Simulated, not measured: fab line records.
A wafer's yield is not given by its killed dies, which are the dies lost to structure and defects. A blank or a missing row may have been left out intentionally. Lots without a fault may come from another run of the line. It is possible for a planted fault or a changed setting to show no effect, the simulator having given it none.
Struck lot and sound lot, side by side    flow n5-finfet    16 out of 1938 route steps
Sound: the wafers L586.2, L586.4, L586.6. Wafers L596.3, L596.5, L596.6 were the ones struck. The cause is named last.
Each step with rows lists, per side, the tool, then ch with its chambers, then its first start. Under that, the readings that differ: sound wafers    struck wafers    difference of the means    sigmas: that difference in standard deviations of wafers without a fault.
alike: same words and numbers on both sides, and readings whose means sit less than 2 such deviations apart. not compared: any withheld reading, any reading some wafer has no value for, any bound like >300 that may hide the same value, and any number with overlapping values for which the record gives no deviation.
Wherever a step has rows on one side only, a row that says differs or no value, or a row with sigmas, the two part there. When numbers do not overlap yet have no deviation, they are printed without sigmas and do not part them. A reading missing from all wafers of one side parts the sides only when that side holds two or more wafers.

N5_WELL_APT_DESCUM_30: chemistry O2, time 7.9 s.
  sound on rie-diel-06 ch 2,3, day 1 15:05; struck on rie-diel-06 ch 1,2, day 4 03:25
  alike: drypump-motor-current-A, oes-product-au, rf-vpp-V, showerhead-plenum-p-Torr, throttle-valve-pct
  not compared: rf-hours-counter-h
then, 3 steps without rows for these wafers: N5_WELL_APT_IMPLANT_31; N5_WELL_APT_IMPLANT_32; N5_WELL_APT_STRIP_33 (strips in SPM, time 900 s).
N5_WELL_APT_RTA_34: time 10 s.
  sound on rtp-anneal-01 ch 0, day 1 15:52; struck on rtp-anneal-01 ch 0, day 4 04:14
  alike: lamp-power-pct, wafer_temp_C_max
then, 4 steps without rows for these wafers: N5_WELL_APT_OXIDE_STRIP_42 (strips SiO2 in dHF, time 45 s, target depth 12 nm); N5_WELL_APT_PRECLEAN_36 (cleans in O3/DIW, time 45 s); N5_WELL_APT_PRECLEAN_39 (cleans in dHF, time 60 s); N5_WELL_APT_SRD_37 (time 30 s).
N5_WELL_APT_EPI_41: deposits Si from SiH4/H2, target thk 50 nm, time 297.7 s.
  sound on epi-rpcvd-02 ch 0, day 1 16:11; struck on epi-rpcvd-02 ch 0, day 4 04:38
  alike: throttle-valve-pct
N5_WELL_APT_INSPECT_38: inspects for defects (darkfield).
  sound on defect-inspect-01, day 1 16:43; struck on defect-inspect-01, day 4 05:05
  alike: raw-defect-count
N5_PMOS_HMC_CHANNEL_EPI_HM_DEP_34: deposits SiO2 from TEOS/O2, target thk 36 nm, time 6.9 s.
  sound on pecvd-02 ch 0,2, day 1 16:46; struck on pecvd-01 ch 0,1,2, day 4 05:07
  alike: heater-power-outer-w, heater-power-w, showerhead-plenum-p-Torr, throttle-valve-pct
N5_PMOS_HMC_CHANNEL_EPI_COAT_31: time 60 s, resist thk 66 nm.
  sound on litho-track-05 ch 0, day 1 16:49; struck on litho-track-05 ch 0, day 4 05:10
reading                   sound                 struck                difference  sigmas
heater-power-total-W (W)  390.2 389.4 392.8     382.6 381.9 380.4     -9.2        -7
plate-temp-C (C)          204.97 205.14 204.93  200.32 200.91 201.00  -4.27       -28
then, 1 step without rows for these wafers: N5_PMOS_HMC_CHANNEL_EPI_COAT_03 (resist thk 205 nm).
-- the record jumps here: 6 days lie between the struck wafers' starts before and after (it left off in module PMOS_HMC_CHANNEL_EPI and takes up again in module BEOL_M4, whose first step shown is number 1111 of the route) --
N5_BEOL_M4_RC_MEAS_101:
  sound on prober-01 ch 0, day 8 17:44; struck on prober-02 ch 0, day 10 14:26
  alike: DIBL_N, DIBL_P, IOFF_N, IOFF_P, ION_N, ION_P, SS_N, SS_P, VT_N, VT_P
-- the record jumps here: 4 days lie between the struck wafers' starts before and after (it left off in module BEOL_M4 and takes up again in module PASSIVATION, whose first step shown is number 1936 of the route) --
N5_PASSIVATION_PROBE_49:
  rows exist in the record for the struck wafers here (prober-01, day 14 19:16), but not for the sound ones

WHERE THEY PART
First at N5_PMOS_HMC_CHANNEL_EPI_COAT_31; last, within this record, at N5_PASSIVATION_PROBE_49.

WHY: whatever the simulator had introduced
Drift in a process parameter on litho-track-05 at N5_PMOS_HMC_CHANNEL_EPI_COAT_31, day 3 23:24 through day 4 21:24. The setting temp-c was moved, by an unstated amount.
